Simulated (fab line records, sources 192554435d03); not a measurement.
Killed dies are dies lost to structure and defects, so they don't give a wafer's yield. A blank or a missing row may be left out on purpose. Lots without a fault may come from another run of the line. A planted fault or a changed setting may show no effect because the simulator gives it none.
Which tool did it? | flow n5_finfet | 12 lots, 36 wafers sampled, at 5 steps of a route of 1938

WHAT THE GAUGES READ, wafer by wafer
N5_BEOL_M3_THK_MEAS_53: measures by xrf.
lot  | measured     | on            | M3_THK (nm)
L075 | day 7 23:48  | film_metro-02 | 40.4 40.7 41.8
L077 | day 8 03:22  | film_metro-01 | 38.9 40.0 43.5
L079 | day 8 06:35  | film_metro-02 | 38.5 41.8 40.9
L080 | day 8 21:38  | film_metro-01 | 41.0 41.4 42.5
L083 | day 9 21:07  | film_metro-02 | 41.0 41.8 40.3
L085 | day 9 23:59  | film_metro-01 | 41.4 41.7 43.3
L087 | day 10 23:59 | film_metro-02 | 40.7 41.0 42.5
L089 | day 11 06:10 | film_metro-01 | 39.1 42.4 41.6
L091 | day 11 13:31 | film_metro-01 | 41.2 41.5 42.6
L093 | day 11 19:14 | film_metro-01 | 41.4 39.6 40.5
L095 | day 12 19:50 | film_metro-02 | 40.6 42.3 43.1
L097 | day 13 01:07 | film_metro-02 | 38.7 40.0 40.5

WHICH TOOL RAN EACH LOT (tool, then ch and the chambers of the sampled wafers, then the start)
lot  | N5_BEOL_M2_SPUTTER_92        | N5_BEOL_M3_ETCH_70                 | N5_BEOL_M3_ANNEAL_49         | N5_BEOL_M3_SPUTTER_88
L075 | pvd_sputter-02, day 7 09:44  | rie_diel-05 ch 0,1, day 7 19:17    | pvd_sputter-03, day 7 21:20  | pvd_sputter-03, day 7 22:08
L077 | pvd_sputter-01, day 7 10:04  | rie_diel-05 ch 0,3, day 7 22:52    | pvd_sputter-03, day 8 00:53  | pvd_sputter-03, day 8 01:41
L079 | pvd_sputter-02, day 7 19:23  | rie_diel-02 ch 2,3, day 8 02:14    | pvd_sputter-03, day 8 04:07  | pvd_sputter-03, day 8 04:55
L080 | pvd_sputter-02, day 8 10:16  | rie_diel-02 ch 0,2,3, day 8 17:38  | pvd_sputter-02, day 8 19:10  | pvd_sputter-02, day 8 19:58
L083 | pvd_sputter-02, day 9 08:21  | rie_diel-02 ch 1,2,3, day 9 12:22  | pvd_sputter-02, day 9 14:06  | pvd_sputter-02, day 9 14:54
L085 | pvd_sputter-03, day 9 11:25  | rie_diel-04 ch 0,2,3, day 9 19:55  | pvd_sputter-01, day 9 21:30  | pvd_sputter-01, day 9 22:18
L087 | pvd_sputter-02, day 10 10:12 | rie_diel-04 ch 2,3, day 10 18:23   | pvd_sputter-01, day 10 21:30 | pvd_sputter-01, day 10 22:18
L089 | pvd_sputter-02, day 10 15:56 | rie_diel-04 ch 0,3, day 11 02:14   | pvd_sputter-03, day 11 03:41 | pvd_sputter-03, day 11 04:29
L091 | pvd_sputter-01, day 11 05:59 | rie_diel-05 ch 2,3, day 11 09:49   | pvd_sputter-01, day 11 11:02 | pvd_sputter-01, day 11 11:50
L093 | pvd_sputter-01, day 11 09:28 | rie_diel-02 ch 1,2,3, day 11 14:59 | pvd_sputter-02, day 11 16:46 | pvd_sputter-02, day 11 17:34
L095 | pvd_sputter-02, day 11 21:51 | rie_diel-05 ch 2,3, day 12 13:58   | pvd_sputter-01, day 12 17:22 | pvd_sputter-01, day 12 18:10
L097 | pvd_sputter-03, day 12 11:47 | rie_diel-02 ch 1,2, day 12 21:07   | pvd_sputter-01, day 12 22:40 | pvd_sputter-01, day 12 23:28
- N5_BEOL_M2_SPUTTER_92: material Cu, target thk 4.5 nm, time 8.29 s.
- N5_BEOL_M3_ETCH_70: etches SOC in N2/H2, target depth 80 nm, overetch 16 nm, time 120 s.
- N5_BEOL_M3_ANNEAL_49: time 240 s.
- N5_BEOL_M3_SPUTTER_88: material Cu, target thk 4.5 nm, time 8.29 s.

THE ANSWER, worked out from the rows above alone
Rule: what is usual is taken from the lots themselves. Put in order of their means at a reading, lots are off if they are a third of the lots or fewer, leave a main group of 4 or more, and stand apart from it by a gap of 3 or more times the standard deviation of the main group's means; of several such gaps the widest counts. A main group whose means are all the same, to the digits that the tables above print for the reading, isn't used. A lot without any number at a reading at which 4 lots or more have one is off too. The other lots that the step has rows for count as sound.
No lot is off at any reading shown: from this, nothing can be told.

WHAT THE SIMULATOR HAD PUT IN
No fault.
